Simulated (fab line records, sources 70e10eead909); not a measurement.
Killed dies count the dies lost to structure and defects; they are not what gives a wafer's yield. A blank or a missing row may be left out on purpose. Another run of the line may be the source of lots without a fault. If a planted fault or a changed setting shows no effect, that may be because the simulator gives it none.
fab line records + flow nandHarc
[record]
- lots = 6
- wafers = 18
- lastDay = 34
route steps=1302 shown A_STAIRCASE@702 END@1302
lots with no fault: from the same line, run without faults
startH: start of the lot's first displayed wafer, in hours after the record's first day + waitH: hours since the lot's step before + " repeats the value in the row above + L1.1+2: one row covering several wafers at once + - no value, or no start was given + * or withheld: withheld + < > ~ a bound
route shown NAME@n: names a module that has steps shown in the file, with the first one's number in the route + usual: mean/standard deviation taken from wafers without a fault + same: alike in all rows + chamber/n: place in a boat + sites: the reading at each site + _std_site: the standard deviation of these + _edge_site: outer sites' mean less inner sites' + radiusMm: for every site, how far away it sits from the centre of the wafer + mask NAME#n: copy n + behind: the most recent tool/chamber to have shaped the wafer + hold: why the lot went on hold/how many hours it stayed there/how the hold came to an end + device: names the non-switching transistor (n, p or np) + end of line: at the end of the route, the tests of the same wafers + a step without rows: its recipe alone + killed: at the first sort, the dies lost to defects and structure; wafer yield is something else + map: shows each die of a wafer: x if killed, . if not, _ if none is there
set.NAME: the run value of the setting; set.NAME@STEP: its run value at that earlier step + model.NAME: the simulator's own value behind a step, which no gauge read
lots at some steps of the route; a table a step, a row a wafer
services: when a tool's chamber went out of use (startH, in hours from the record's first day, below 0 if earlier), for how many hours, and the reason
[[steps]]
[step NHARC_A_STAIRCASE_ETCH_188]
[recipe]
- targetDepthA = 1000
- timeS = 40.5
- ionEnergyEv = 400
- c4f8FlowSccm = 20
- o2FlowSccm = 10
- arFlowSccm = withheld
- rfW = 600
- biasW = 1000
- chemistry = C4F8/O2
[usual]
- oesProductAu = 0.942/0.017
- rfVppV = 895/6.5
| lot.wafer | tool       | chamber | startH | waitH | oesProductAu | rfHoursCounterH | rfVppV |
|-----------|------------|---------|--------|-------|--------------|-----------------|--------|
| L615.1    | rieDiel-04 | 1       | -      | -     | 0.932        | 7               | 904    |
| L615.2    | "          | 2       | "      | "     | 0.945        | 9               | 895    |
| L615.3    | "          | 3       | "      | "     | 0.938        | 10              | 888    |
| L614.4    | rieDiel-03 | 1       | -      | -     | 0.931        | 36              | 892    |
| L614.1    | "          | 3       | "      | "     | 0.953        | 38              | 899    |
| L614.6    | "          | 1       | "      | "     | 0.937        | -               | 894    |
| L625.1    | rieDiel-11 | 1       | -      | -     | 0.974        | 17              | 891    |
| L625.2    | "          | 3       | "      | "     | 0.961        | 16              | 898    |
| L625.5    | "          | 1       | "      | "     | 0.981        | -               | 892    |
| L626.1    | rieDiel-03 | 3       | -      | -     | 0.947        | 9               | 900    |
| L626.4    | "          | 0       | "      | "     | 0.948        | 9               | 904    |
| L626.5    | "          | 3       | "      | "     | 0.947        | -               | 899    |
| L627.4    | rieDiel-11 | 1       | -      | -     | 0.959        | 24              | 890    |
| L627.5    | "          | 3       | "      | "     | 0.942        | -               | 898    |
| L627.6    | "          | 0       | "      | "     | 0.944        | -               | 889    |
| L634.4    | rieDiel-11 | 2       | -      | -     | 0.936        | 52              | 891    |
| L634.3    | "          | 3       | "      | "     | 0.971        | 47              | 898    |
| L634.1    | "          | 1       | "      | "     | 0.951        | 49              | 891    |
[step NHARC_A_STAIRCASE_TRIM_189]
[recipe]
- timeS = 211.2
- o2FlowSccm = 500
- arFlowSccm = 0
- biasW = 0
- chemistry = O2
[step NHARC_A_STAIRCASE_ETCH_190]
[recipe]
- targetDepthA = 1000
- timeS = 40.5
- ionEnergyEv = 400
- c4f8FlowSccm = 20
- o2FlowSccm = 10
- arFlowSccm = withheld
- rfW = 600
- biasW = 1000
- chemistry = C4F8/O2
[step NHARC_A_STAIRCASE_TRIM_191]
[recipe]
- timeS = 211.2
- o2FlowSccm = 500
- arFlowSccm = 0
- biasW = 0
- chemistry = O2
[usual]
- chamberPressureMTorr = 60.00/0.056
- drypumpMotorCurrentA = 5.7/0.38
- oesProductAu = 1.002/0.013
- rfVppV = 57.8/0.95
- showerheadPlenumPTorr = 3.51/0.18
- throttleValvePct = 17.036/0.0088
[same]
- biasW = 0
| lot.wafer | tool       | chamber | startH | waitH | chamberPressureMTorr | drypumpMotorCurrentA | oesProductAu | rfHoursCounterH | rfVppV | showerheadPlenumPTorr | throttleValvePct |
|-----------|------------|---------|--------|-------|----------------------|----------------------|--------------|-----------------|--------|-----------------------|------------------|
| L615.1    | rieDiel-04 | 3       | -      | -     | 60.16                | 5.2                  | 1.003        | 11              | 56.8   | 3.32                  | 17.024           |
| L615.2    | "          | 1       | "      | "     | 59.99                | 6.1                  | 0.980        | 8               | 58.9   | 3.77                  | 17.032           |
| L615.3    | "          | 2       | "      | "     | 60.04                | 5.5                  | 0.991        | 9               | 57.5   | 3.51                  | 17.034           |
| L614.4    | rieDiel-03 | 3       | -      | -     | 59.97                | 6.3                  | 0.996        | 38              | 59.1   | 3.63                  | 17.050           |
| L614.1    | "          | 1       | "      | "     | 59.98                | 5.3                  | 0.995        | 36              | 59.0   | 3.43                  | 17.037           |
| L614.6    | "          | 0       | "      | "     | 60.04                | 5.6                  | 0.996        | -               | 58.0   | 3.75                  | 17.026           |
| L625.1    | rieDiel-11 | 0       | -      | -     | 60.10                | 5.5                  | 1.003        | 15              | 55.9   | 3.30                  | 17.031           |
| L625.2    | "          | 1       | "      | "     | 60.09                | 6.2                  | 1.035        | 17              | 57.6   | 3.41                  | 17.046           |
| L625.5    | "          | 0       | "      | "     | 59.94                | 5.5                  | 0.994        | -               | 57.9   | 3.30                  | 17.040           |
| L626.1    | rieDiel-03 | 3       | -      | -     | 59.98                | 6.3                  | 1.006        | 9               | 57.5   | 3.62                  | 17.033           |
| L626.4    | "          | 0       | "      | "     | 59.98                | 5.6                  | 1.011        | 9               | 59.5   | 3.74                  | 17.015           |
| L626.5    | "          | 3       | "      | "     | 59.90                | 6.3                  | 0.998        | -               | 57.8   | 3.61                  | 17.040           |
| L627.4    | rieDiel-11 | 0       | -      | -     | 59.98                | 5.5                  | 0.996        | 22              | 59.0   | 3.30                  | 17.034           |
| L627.6    | "          | 3       | "      | "     | 59.92                | 5.2                  | 1.012        | -               | 57.4   | 3.59                  | 17.040           |
| L627.5    | "          | 0       | "      | "     | 60.10                | 5.6                  | 1.001        | -               | 57.2   | 3.30                  | 17.029           |
| L634.1    | rieDiel-11 | 0       | -      | -     | 59.92                | 5.5                  | 0.998        | 44              | 58.3   | 3.29                  | 17.020           |
| L634.3    | "          | 1       | "      | "     | 59.99                | 6.2                  | 1.019        | 49              | 56.3   | 3.40                  | 17.036           |
| L634.4    | "          | 2       | "      | "     | 60.03                | 5.7                  | 0.996        | 52              | 57.5   | 3.36                  | 17.046           |
[step NHARC_A_STAIRCASE_ETCH_192]
[recipe]
- targetDepthA = 1000
- timeS = 40.5
- ionEnergyEv = 400
- c4f8FlowSccm = 20
- o2FlowSccm = 10
- arFlowSccm = withheld
- rfW = 600
- biasW = 1000
- chemistry = C4F8/O2
[step NHARC_A_STAIRCASE_TRIM_193]
[recipe]
- timeS = 211.2
- o2FlowSccm = 500
- arFlowSccm = 0
- biasW = 0
- chemistry = O2
[step NHARC_A_STAIRCASE_ETCH_194]
[recipe]
- targetDepthA = 1000
- timeS = 40.5
- ionEnergyEv = 400
- c4f8FlowSccm = 20
- o2FlowSccm = 10
- arFlowSccm = withheld
- rfW = 600
- biasW = 1000
- chemistry = C4F8/O2
[usual]
- oesProductAu = 0.945/0.019
- rfVppV = 895/6.3
| lot.wafer | tool       | chamber | startH | waitH | oesProductAu | rfHoursCounterH | rfVppV |
|-----------|------------|---------|--------|-------|--------------|-----------------|--------|
| L614.4    | rieDiel-03 | 1       | -      | -     | 0.948        | 37              | 892    |
| L614.1    | "          | 2       | "      | "     | 0.956        | 35              | 887    |
| L614.6    | "          | 0       | "      | "     | 0.956        | -               | 903    |
| L615.2    | rieDiel-04 | 2       | -      | -     | 0.926        | 9               | 895    |
| L615.1    | "          | 3       | "      | "     | 0.928        | 11              | 887    |
| L615.3    | "          | 1       | "      | "     | 0.924        | 8               | 904    |
| L625.1    | rieDiel-11 | 2       | -      | -     | 0.941        | 18              | 889    |
| L625.2    | "          | 3       | "      | "     | 0.951        | 16              | 899    |
| L625.5    | "          | 1       | "      | "     | 0.974        | -               | 891    |
| L626.4    | rieDiel-03 | 2       | -      | -     | 0.953        | 14              | 906    |
| L626.1    | "          | 3       | "      | "     | 0.938        | 9               | 899    |
| L626.5    | "          | 1       | "      | "     | 0.924        | -               | 892    |
| L627.4    | rieDiel-11 | 2       | -      | -     | 0.931        | 23              | 890    |
| L627.5    | "          | 3       | "      | "     | 0.943        | -               | 899    |
| L627.6    | "          | 0       | "      | "     | 0.955        | -               | 888    |
| L634.3    | rieDiel-11 | 3       | -      | -     | 0.939        | 47              | 896    |
| L634.1    | "          | 0       | "      | "     | 0.915        | 44              | 886    |
| L634.4    | "          | 1       | "      | "     | 0.941        | 49              | 891    |
[step NHARC_A_STAIRCASE_TRIM_196]
[recipe]
- timeS = 211.2
- o2FlowSccm = 500
- arFlowSccm = 0
- biasW = 0
- chemistry = O2
[step NHARC_A_STAIRCASE_ETCH_197]
[recipe]
- targetDepthA = 1000
- timeS = 40.5
- ionEnergyEv = 400
- c4f8FlowSccm = 20
- o2FlowSccm = 10
- arFlowSccm = withheld
- rfW = 600
- biasW = 1000
- chemistry = C4F8/O2
[step NHARC_A_STAIRCASE_TRIM_198]
[recipe]
- timeS = 211.2
- o2FlowSccm = 500
- arFlowSccm = 0
- biasW = 0
- chemistry = O2
[step NHARC_A_STAIRCASE_ETCH_199]
[recipe]
- targetDepthA = 1000
- timeS = 40.5
- ionEnergyEv = 400
- c4f8FlowSccm = 20
- o2FlowSccm = 10
- arFlowSccm = withheld
- rfW = 600
- biasW = 1000
- chemistry = C4F8/O2
[usual]
- oesProductAu = 0.946/0.015
- rfVppV = 897/6.7
| lot.wafer | tool       | chamber | startH | waitH | oesProductAu | rfHoursCounterH | rfVppV |
|-----------|------------|---------|--------|-------|--------------|-----------------|--------|
| L614.1    | rieDiel-03 | 0       | -      | -     | 0.939        | 40              | 904    |
| L614.4    | "          | 2       | "      | "     | 0.936        | 35              | 887    |
| L614.6    | "          | 0       | "      | "     | 0.925        | -               | 905    |
| L615.1    | rieDiel-03 | 1       | -      | -     | 0.925        | 37              | 894    |
| L615.2    | "          | 3       | "      | "     | 0.932        | 39              | 901    |
| L615.3    | "          | 0       | "      | "     | 0.934        | 40              | 904    |
| L625.2    | rieDiel-11 | 1       | -      | -     | 0.974        | 17              | 894    |
| L625.1    | "          | 3       | "      | "     | 0.961        | 17              | 898    |
| L625.5    | "          | 2       | "      | "     | 0.948        | -               | 891    |
| L626.4    | rieDiel-03 | 3       | -      | -     | 0.939        | 10              | 898    |
| L626.1    | "          | 0       | "      | "     | 0.957        | 9               | 904    |
| L626.5    | "          | 3       | "      | "     | 0.940        | -               | 899    |
| L627.4    | rieDiel-11 | 1       | -      | -     | 0.962        | 24              | 891    |
| L627.5    | "          | 2       | "      | "     | 0.943        | -               | 890    |
| L627.6    | "          | 3       | "      | "     | 0.955        | -               | 898    |
| L634.4    | rieDiel-04 | 1       | -      | -     | 0.914        | 13              | 903    |
| L634.1    | "          | 3       | "      | "     | 0.942        | 15              | 905    |
| L634.3    | "          | 0       | "      | "     | 0.930        | 15              | 905    |
[step NHARC_A_STAIRCASE_TRIM_200]
[recipe]
- timeS = 211.2
- o2FlowSccm = 500
- arFlowSccm = 0
- biasW = 0
- chemistry = O2
[usual]
- biasW = 0/0
- chamberPressureMTorr = 59.99/0.053
- drypumpMotorCurrentA = 5.7/0.38
- oesProductAu = 0.999/0.014
- rfVppV = 57.9/0.98
- showerheadPlenumPTorr = 3.55/0.18
- throttleValvePct = 17.037/0.0096
| lot.wafer | tool       | chamber | startH | waitH | biasW | chamberPressureMTorr | drypumpMotorCurrentA | oesProductAu | rfHoursCounterH | rfVppV | showerheadPlenumPTorr | throttleValvePct |
|-----------|------------|---------|--------|-------|-------|----------------------|----------------------|--------------|-----------------|--------|-----------------------|------------------|
| L614.4    | rieDiel-03 | 3       | 403.00 | -     | 0     | 60.02                | 6.3                  | 0.995        | 39              | 57.0   | 3.63                  | 17.033           |
| L614.1    | "          | 1       | "      | "     | 0     | 59.96                | 5.2                  | 0.993        | 37              | 57.2   | 3.43                  | 17.053           |
| L614.6    | "          | 3       | "      | "     | 0     | 59.97                | 6.3                  | 0.992        | -               | 59.8   | 3.63                  | 17.030           |
| L615.3    | rieDiel-03 | 3       | 403.33 | -     | 0     | 60.06                | 6.3                  | 0.985        | 39              | 57.9   | 3.63                  | 17.020           |
| L615.1    | "          | 0       | "      | "     | 0     | 60.00                | 5.7                  | 1.006        | 40              | 58.0   | 3.75                  | 17.025           |
| L615.2    | "          | 1       | "      | "     | 0     | 59.99                | 5.3                  | 0.999        | 37              | 58.7   | 3.43                  | 17.041           |
| L625.1    | rieDiel-11 | 1       | 500.21 | -     | -     | -                    | -                    | -            | -               | -      | -                     | -                |
| L625.2    | "          | 0       | "      | "     | -     | -                    | -                    | -            | -               | -      | -                     | -                |
| L625.5    | "          | 2       | "      | "     | -     | -                    | -                    | -            | -               | -      | -                     | -                |
| L626.4    | rieDiel-03 | 0       | 500.50 | -     | -     | -                    | -                    | -            | -               | -      | -                     | -                |
| L626.1    | "          | 1       | "      | "     | -     | -                    | -                    | -            | -               | -      | -                     | -                |
| L626.5    | "          | 0       | "      | "     | -     | -                    | -                    | -            | -               | -      | -                     | -                |
| L627.4    | rieDiel-11 | 1       | 513.76 | -     | 0     | 59.99                | 6.2                  | 1.016        | 24              | 57.4   | 3.41                  | 17.049           |
| L627.6    | "          | 2       | "      | "     | 0     | 59.94                | 5.6                  | 0.999        | -               | 58.3   | 3.37                  | 17.034           |
| L627.5    | "          | 3       | "      | "     | 0     | 60.02                | 5.2                  | 1.009        | -               | 58.6   | 3.59                  | 17.030           |
| L634.4    | rieDiel-04 | 0       | 588.25 | -     | 0     | 59.93                | 5.6                  | 0.995        | 15              | 59.2   | 3.77                  | 17.041           |
| L634.3    | "          | 1       | "      | "     | 0     | 60.01                | 6.0                  | 0.974        | 13              | 57.3   | 3.73                  | 17.036           |
| L634.1    | "          | 2       | "      | "     | 0     | 60.04                | 5.4                  | 1.009        | 13              | 58.2   | 3.48                  | 17.035           |
[step NHARC_A_STAIRCASE_ETCH_201]
[recipe]
- targetDepthA = 1000
- timeS = 40.5
- ionEnergyEv = 400
- c4f8FlowSccm = 20
- o2FlowSccm = 10
- arFlowSccm = withheld
- rfW = 600
- biasW = 1000
- chemistry = C4F8/O2
[usual]
- oesProductAu = 0.946/0.018
- rfVppV = 897/6.6
| lot.wafer | tool       | chamber | startH | waitH | oesProductAu | rfHoursCounterH | rfVppV |
|-----------|------------|---------|--------|-------|--------------|-----------------|--------|
| L614.1    | rieDiel-03 | 2       | -      | -     | 0.932        | 36              | 886    |
| L614.4    | "          | 3       | "      | "     | 0.914        | 39              | 898    |
| L614.6    | "          | 2       | "      | "     | 0.942        | -               | 888    |
| L615.2    | rieDiel-03 | 3       | -      | -     | 0.926        | 39              | 899    |
| L615.3    | "          | 0       | "      | "     | 0.927        | 41              | 905    |
| L615.1    | "          | 2       | "      | "     | 0.944        | 36              | 886    |
| L625.1    | rieDiel-11 | 0       | -      | -     | 0.942        | 15              | 887    |
| L625.2    | "          | 1       | "      | "     | 0.968        | 17              | 892    |
| L625.5    | "          | 3       | "      | "     | 0.950        | -               | 898    |
| L626.4    | rieDiel-03 | 0       | -      | -     | 0.966        | 10              | 904    |
| L626.1    | "          | 2       | "      | "     | 0.979        | 14              | 905    |
| L626.5    | "          | 3       | "      | "     | 0.955        | -               | 898    |
| L627.4    | rieDiel-03 | 0       | 513.90 | -     | 1.009        | 12              | 904    |
| L627.6    | "          | 1       | "      | "     | 0.996        | -               | 892    |
| L627.5    | "          | 2       | "      | "     | 1.022        | -               | 905    |
| L634.4    | rieDiel-04 | 1       | -      | -     | 0.930        | 13              | 904    |
| L634.3    | "          | 2       | "      | "     | 0.961        | 13              | 895    |
| L634.1    | "          | 3       | "      | "     | 0.928        | 15              | 905    |
[step NHARC_END_SORT_01]
[recipe]
- tempC = 25
[usual]
- killedAtArray = 55/19
- killedAtOther = 0.9/1.4
- killedAtPeriphery = 3.8/2.9
- killedDies = 60/19
- killedOpen = 3.3/1.8
- killedShort = 2.6/1.6
[same]
- grossDies = 677
| lot.wafer | tool      | chamber | startH | waitH | killedAtArray | killedAtOther | killedAtPeriphery | killedDies | killedOpen | killedShort |
|-----------|-----------|---------|--------|-------|---------------|---------------|-------------------|------------|------------|-------------|
| L626.1    | prober-01 | 0       | 703.36 | 2.5   | 671           | 0             | 6                 | 677        | 4          | 4           |
| L626.4    | prober-01 | 0       | 705.72 | 3.4   | 668           | 0             | 9                 | 677        | 3          | 2           |
| L626.5    | prober-01 | 0       | 706.51 | 3.7   | 666           | 0             | 11                | 677        | 5          | 5           |
| L625.1    | prober-01 | 0       | 716.13 | 2.5   | 668           | 3             | 6                 | 677        | 8          | 3           |
| L625.2    | prober-01 | 0       | 716.93 | 2.8   | 672           | 2             | 3                 | 677        | 4          | 1           |
| L625.5    | prober-01 | 0       | 719.35 | 3.7   | 668           | 0             | 9                 | 677        | 8          | 1           |
// killed by level:class
L626.1 A_STAIRCASE:areaTrim=613 A_SLIT:chamberFilmFlake=36 A_CHANNEL_HOLE_D1:chamberFilmFlake=10 A_CONTACT:chamberFilmFlake=3 P_GATE:chamberFilmFlake=2 A_SGD_CUT:chamberFilmFlake=2 P_GATE:geometricParticle:short=1 P_CONTACT:geometricParticle:open=1
L626.4 A_STAIRCASE:areaTrim=625 A_SLIT:chamberFilmFlake=24 P_GATE:chamberFilmFlake=5 A_CHANNEL_HOLE_D1:chamberFilmFlake=5 A_CONTACT:chamberFilmFlake=4 A_SOURCE_PLATE:geometricParticle:open=2 P_ZERO_WELL:chamberFilmFlake=2 P_CONTACT:chamberFilmFlake=2
L626.5 A_STAIRCASE:areaTrim=617 A_SLIT:chamberFilmFlake=23 A_CONTACT:chamberFilmFlake=9 P_M0:chamberFilmFlake=6 A_CHANNEL_HOLE_D1:chamberFilmFlake=3 A_SGD_CUT:chamberFilmFlake=3 A_CHANNEL_FILL_D1:geometricParticle:open=2 A_SGD_CUT:geometricParticle:short=2
L625.1 A_STAIRCASE:areaTrim=599 A_CHANNEL_HOLE_D1:chamberFilmFlake=30 A_CHANNEL_HOLE_D2:chamberFilmFlake=15 A_CONTACT:chamberFilmFlake=10 THIN_TSV:chamberFilmFlake=3 A_SLIT:chamberFilmFlake=3 P_CONTACT:geometricParticle:open=2 A_SOURCE_PLATE:geometricParticle:short=2
L625.2 A_STAIRCASE:areaTrim=601 A_CHANNEL_HOLE_D1:chamberFilmFlake=32 A_CHANNEL_HOLE_D2:chamberFilmFlake=23 A_CONTACT:chamberFilmFlake=5 A_SLIT:chamberFilmFlake=5 P_M1:geometricParticle:open=2 A_ZERO_WELL:chamberFilmFlake=2 THIN_TSV:chamberFilmFlake=2
L625.5 A_STAIRCASE:areaTrim=601 A_CHANNEL_HOLE_D1:chamberFilmFlake=29 A_CHANNEL_HOLE_D2:chamberFilmFlake=14 A_CONTACT:chamberFilmFlake=13 P_M0:geometricParticle:open=4 A_STAIRCASE:chamberFilmFlake=3 A_ONON_D1:geometricParticle:open=2 P_STI:chamberFilmFlake=2
// map L625.1 (x killed, . not)
____________x____________
_________xxxxxxx_________
_______xxxxxxxxxxx_______
______xxxxxxxxxxxxx______
_____xxxxxxxxxxxxxxx_____
____xxxxxxxxxxxxxxxxx____
____xxxxxxxxxxxxxxxxx____
___xxxxxxxxxxxxxxxxxxx___
___xxxxxxxxxxxxxxxxxxx___
__xxxxxxxxxxxxxxxxxxxxx__
__xxxxxxxxxxxxxxxxxxxxx__
_xxxxxxxxxxxxxxxxxxxxxxx_
_xxxxxxxxxxxxxxxxxxxxxxx_
_xxxxxxxxxxxxxxxxxxxxxxx_
_xxxxxxxxxxxxxxxxxxxxxxx_
_xxxxxxxxxxxxxxxxxxxxxxx_
xxxxxxxxxxxxxxxxxxxxxxxxx
xxxxxxxxxxxxxxxxxxxxxxxxx
xxxxxxxxxxxxxxxxxxxxxxxxx
xxxxxxxxxxxxxxxxxxxxxxxxx
xxxxxxxxxxxxxxxxxxxxxxxxx
_xxxxxxxxxxxxxxxxxxxxxxx_
_xxxxxxxxxxxxxxxxxxxxxxx_
_xxxxxxxxxxxxxxxxxxxxxxx_
_xxxxxxxxxxxxxxxxxxxxxxx_
_xxxxxxxxxxxxxxxxxxxxxxx_
__xxxxxxxxxxxxxxxxxxxxx__
__xxxxxxxxxxxxxxxxxxxxx__
___xxxxxxxxxxxxxxxxxxx___
___xxxxxxxxxxxxxxxxxxx___
____xxxxxxxxxxxxxxxxx____
____xxxxxxxxxxxxxxxxx____
_____xxxxxxxxxxxxxxx_____
______xxxxxxxxxxxxx______
_______xxxxxxxxxxx_______
_________xxxxxxx_________
____________x____________
// map L626.1 (x killed, . not)
____________x____________
_________xxxxxxx_________
_______xxxxxxxxxxx_______
______xxxxxxxxxxxxx______
_____xxxxxxxxxxxxxxx_____
____xxxxxxxxxxxxxxxxx____
____xxxxxxxxxxxxxxxxx____
___xxxxxxxxxxxxxxxxxxx___
___xxxxxxxxxxxxxxxxxxx___
__xxxxxxxxxxxxxxxxxxxxx__
__xxxxxxxxxxxxxxxxxxxxx__
_xxxxxxxxxxxxxxxxxxxxxxx_
_xxxxxxxxxxxxxxxxxxxxxxx_
_xxxxxxxxxxxxxxxxxxxxxxx_
_xxxxxxxxxxxxxxxxxxxxxxx_
_xxxxxxxxxxxxxxxxxxxxxxx_
xxxxxxxxxxxxxxxxxxxxxxxxx
xxxxxxxxxxxxxxxxxxxxxxxxx
xxxxxxxxxxxxxxxxxxxxxxxxx
xxxxxxxxxxxxxxxxxxxxxxxxx
xxxxxxxxxxxxxxxxxxxxxxxxx
_xxxxxxxxxxxxxxxxxxxxxxx_
_xxxxxxxxxxxxxxxxxxxxxxx_
_xxxxxxxxxxxxxxxxxxxxxxx_
_xxxxxxxxxxxxxxxxxxxxxxx_
_xxxxxxxxxxxxxxxxxxxxxxx_
__xxxxxxxxxxxxxxxxxxxxx__
__xxxxxxxxxxxxxxxxxxxxx__
___xxxxxxxxxxxxxxxxxxx___
___xxxxxxxxxxxxxxxxxxx___
____xxxxxxxxxxxxxxxxx____
____xxxxxxxxxxxxxxxxx____
_____xxxxxxxxxxxxxxx_____
______xxxxxxxxxxxxx______
_______xxxxxxxxxxx_______
_________xxxxxxx_________
____________x____________
[[services]]
| tool       | chamber | startH | hours | kind      |
|------------|---------|--------|-------|-----------|
| rieDiel-03 | 0       | 388.99 | -     | clean     |
| rieDiel-03 | 1       | 388.99 | -     | clean     |
| rieDiel-03 | 2       | 388.99 | -     | clean     |
| rieDiel-03 | 3       | 388.99 | -     | clean     |
| rieDiel-04 | 0       | 393.17 | 26.6  | repair    |
| rieDiel-03 | 0       | 413.49 | -     | clean     |
| rieDiel-03 | 1       | 413.49 | -     | clean     |
| rieDiel-03 | 2       | 413.49 | -     | clean     |
| rieDiel-03 | 3       | 413.49 | -     | clean     |
| rieDiel-11 | -       | 434.79 | 9.0   | pm        |
| rieDiel-03 | 0       | 437.99 | -     | clean     |
| rieDiel-03 | 1       | 437.99 | -     | clean     |
| rieDiel-03 | 2       | 437.99 | -     | clean     |
| rieDiel-03 | 3       | 437.99 | -     | clean     |
| rieDiel-03 | -       | 458.59 | 9.0   | pm        |
| rieDiel-03 | 0       | 458.59 | 9.0   | ventCycle |
| rieDiel-03 | 1       | 458.59 | 9.0   | ventCycle |
| rieDiel-03 | 2       | 458.59 | 9.0   | ventCycle |
| rieDiel-03 | 3       | 458.59 | 9.0   | ventCycle |
| rieDiel-03 | 0       | 467.59 | -     | clean     |
| rieDiel-03 | 1       | 467.59 | -     | clean     |
| rieDiel-03 | 2       | 517.55 | 7.5   | repair    |
| rieDiel-04 | -       | 535.82 | 9.0   | pm        |
| rieDiel-03 | 3       | 546.16 | 10.6  | repair    |
[[key]]
[firstSign]
- step = NHARC_A_STAIRCASE_TRIM_200
- reading = toolRecord
- direction = missing
[effect]
- step = NHARC_END_SORT_01
- reading = killedDies
- direction = up
- sigmas = 33
- usual = 60
- struck = 677
[moreKillsBornAt]
- NHARC_A_STAIRCASE_TRIM_200@rieDiel-03 = 1855
- NHARC_A_STAIRCASE_TRIM_200@rieDiel-11 = 1801
metAt NHARC_A_STAIRCASE_TRIM_200
struckWafers L625.1,L625.2,L625.5,L626.1,L626.4,L626.5
laterRowsLeftOut L625.1,L625.2,L625.5,L626.1,L626.4,L626.5
testerLeftOut L625,L626
onsetBetween 403.33 500.21
[fault]
- kind = skippedStepWhole
- tool = rieDiel-03,rieDiel-11
- chamber = -
- onsetH = 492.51
- steps = NHARC_A_STAIRCASE_TRIM_200
- scope = struckLotsOnly
// testerLeftOut: of these lots the tester's yield and bins aren't shown, on N5 and GAA mostly nor the transistor test; their killed dies are dies lost to structure and defects alone, not to doping, threshold or leakage, so they don't give the yield
// laterRowsLeftOut: the simulator's readings of these wafers behind a module that went badly wrong aren't trusted and aren't shown, but for the sort
